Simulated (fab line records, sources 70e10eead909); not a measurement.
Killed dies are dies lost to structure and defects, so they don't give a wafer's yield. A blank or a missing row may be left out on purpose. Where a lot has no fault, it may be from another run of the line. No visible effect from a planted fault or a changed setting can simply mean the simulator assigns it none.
A lot that was struck, set against a sound lot    flow nand_harc    26 out of 1302 route steps
Sound: these wafers, L368.1, L368.2, L368.4. Wafers L375.1, L375.3, L375.5 were the ones struck. The cause comes at the end.
At each step with rows: each side's tool, then ch and its chambers, then its first start. Under that, the readings that differ: sound wafers    struck wafers    difference of the means    sigmas: that difference in standard deviations of wafers without a fault.
alike: a reading whose means differ by less than 2 such deviations, as well as words and numbers matching on both sides. not compared: withheld readings; readings where some wafer has no value; bounds like >300 that might hide an equal value; numbers whose values overlap and for which the record gives no deviation.
A row with sigmas, a row that says differs or no value, or rows on one side alone: a step with any of these is where the two part. When numbers do not overlap yet have no deviation, they are printed without sigmas and do not part them. A reading that every wafer of one side lacks parts them only if that side has two wafers or more.

first, 2 steps without rows for these wafers: NHARC_A_CHANNEL_HOLE_D2_ETCH_38 (etches the open film in CF4, target depth 39 nm, time 65 s); NHARC_A_CHANNEL_HOLE_D2_ETCH_39 (etches the open film in N2/H2, target depth 260 nm, time 325 s).
NHARC_A_CHANNEL_HOLE_D2_ETCH_34: etches the open film in CF4/CHF3, target depth 154 nm, time 77 s.
  sound on rie_diel-12 ch 0,3; struck on rie_diel-02 ch 0,1,3
reading                      sound        struck       difference  sigmas
drypump_motor_current_A (A)  5.6 6.1 6.2  4.9 5.3 4.9  -0.9        -2
  alike: mfc_ar_sccm, oes_product_au, rf_vpp_V, showerhead_plenum_p_Torr, throttle_valve_pct
  not compared: rf_hours_counter_h
then, 1 step without rows for these wafers: NHARC_A_CHANNEL_HOLE_D2_ETCH_16 (etches the open film in O2/COS, target depth 3100 nm, time 806 s).
NHARC_A_CHANNEL_HOLE_D2_CD_MEAS_18:
  sound on cd_sem-02 at day 15 04:14; struck on cd_sem-02 at day 19 04:38
  alike: cd_nm
then, 1 step without rows for these wafers: NHARC_A_CHANNEL_HOLE_D2_ETCH_19 (etches the open film in C4F8/O2/Ar, time 34.5 s).
NHARC_A_CHANNEL_HOLE_D2_ETCH_20: etches the open film in C4F8/O2/Ar, time 361.9 s, target depth 1600 nm.
  sound on har_etch-01 ch 0,1, day 15 07:08; struck on har_etch-02 ch 0, day 19 04:50
  alike: drypump_motor_current_A, he_backside_leak_sccm, mfc_ar_sccm, showerhead_plenum_p_Torr, temp_c, throttle_valve_pct
  not compared: rf_hours_counter_h
NHARC_A_CHANNEL_HOLE_D2_ETCH_21: etches the open film in C4F8/O2/Ar, time 514.3 s, target depth 1600 nm.
  sound on har_etch-01 ch 0,1, day 15 07:28; struck on har_etch-02 ch 0, day 19 05:08
  alike: drypump_motor_current_A, he_backside_leak_sccm, mfc_ar_sccm, showerhead_plenum_p_Torr, temp_c, throttle_valve_pct
  not compared: rf_hours_counter_h
then, 3 steps without rows for these wafers: NHARC_A_CHANNEL_HOLE_D2_ETCH_22 (etches the open film in C4F8/O2/Ar, time 666.7 s, target depth 1600 nm); NHARC_A_CHANNEL_HOLE_D2_ETCH_23 (etches the open film in C4F8/O2/Ar, time 819 s, target depth 1600 nm); NHARC_A_CHANNEL_HOLE_D2_ETCH_24 (etches the open film in C4F8/O2/Ar, time 906.2 s, target depth 1500 nm).
NHARC_A_CHANNEL_HOLE_D2_ETCH_25: etches the open film in C4F8/O2/Ar, time 1040.2 s, target depth 1500 nm.
  sound on har_etch-01 ch 0,1, day 15 09:55; struck on har_etch-02 ch 0, day 19 07:36
  alike: drypump_motor_current_A, he_backside_leak_sccm, mfc_ar_sccm, showerhead_plenum_p_Torr, temp_c, throttle_valve_pct
  not compared: rf_hours_counter_h
NHARC_A_CHANNEL_HOLE_D2_ETCH_26: etches the open film in C4F8/O2/Ar, time 224.1 s, target depth 300 nm.
  sound on har_etch-01 ch 0,1, day 15 10:49; struck on har_etch-02 ch 0, day 19 08:28
  alike: drypump_motor_current_A, he_backside_leak_sccm, mfc_ar_sccm, showerhead_plenum_p_Torr, temp_c, throttle_valve_pct
  not compared: rf_hours_counter_h
then, 5 steps without rows for these wafers: NHARC_A_CHANNEL_HOLE_D2_ETCH_27 (etches the open film in C4F8/O2/Ar, time 90 s, target depth 400 nm); NHARC_A_CHANNEL_HOLE_D2_STRIP_41 (strips in N2/H2); NHARC_A_CHANNEL_HOLE_D2_STRIP_42 (strips in CF4/CHF3); NHARC_A_CHANNEL_HOLE_D2_STRIP_43 (strips in O2/COS); NHARC_A_CHANNEL_HOLE_D2_ETCH_44 (etches the open film in CF4/O2, target depth 140 nm, overetch 14 nm, time 77 s).
NHARC_A_CHANNEL_HOLE_D2_STRIP_28: strips in O2.
  sound on rie_diel-05 ch 0,1,2; struck on rie_diel-12 ch 0,1,3
  alike: drypump_motor_current_A, mfc_ar_sccm, oes_product_au, rf_vpp_V, showerhead_plenum_p_Torr, throttle_valve_pct
  not compared: rf_hours_counter_h
then, 2 steps without rows for these wafers: NHARC_A_CHANNEL_HOLE_D2_PRECLEAN_29 (cleans in SC1); NHARC_A_CHANNEL_HOLE_D2_SRD_30.
NHARC_A_CHANNEL_HOLE_D2_CD_MEAS_31:
  sound on cd_sem-02 at day 15 12:34; struck on cd_sem-01 at day 19 10:12
  alike: cd_nm
following that, these wafers have no rows for 1 step: NHARC_A_CHANNEL_HOLE_D2_XSEM_32.
NHARC_A_CHANNEL_HOLE_D2_INSPECT_40:
  sound on defect_inspect-01 at day 15 12:45; struck on defect_inspect-02 at day 19 10:23
reading           sound        struck       difference  sigmas
raw_defect_count  264 224 459  562 537 666  +273        +4
then, 1 step without rows for these wafers: NHARC_A_CHANNEL_FILL_D2_PRECLEAN_00 (cleans in SC1).
-- break in the record here, with 11 days between the starts of the struck wafers on either side (left off in module A_CHANNEL_FILL_D2, picked up again in module END, where the first step shown is number 1302 on the route) --
NHARC_END_SORT_01:
  at this point the record logs the struck wafers (prober-01 ch 0, day 30 20:32) and has no rows for the sound ones

## WHERE THEY PART
First at NHARC_A_CHANNEL_HOLE_D2_ETCH_34; last, within this record, at NHARC_END_SORT_01.

WHY: what had been put in by the simulator
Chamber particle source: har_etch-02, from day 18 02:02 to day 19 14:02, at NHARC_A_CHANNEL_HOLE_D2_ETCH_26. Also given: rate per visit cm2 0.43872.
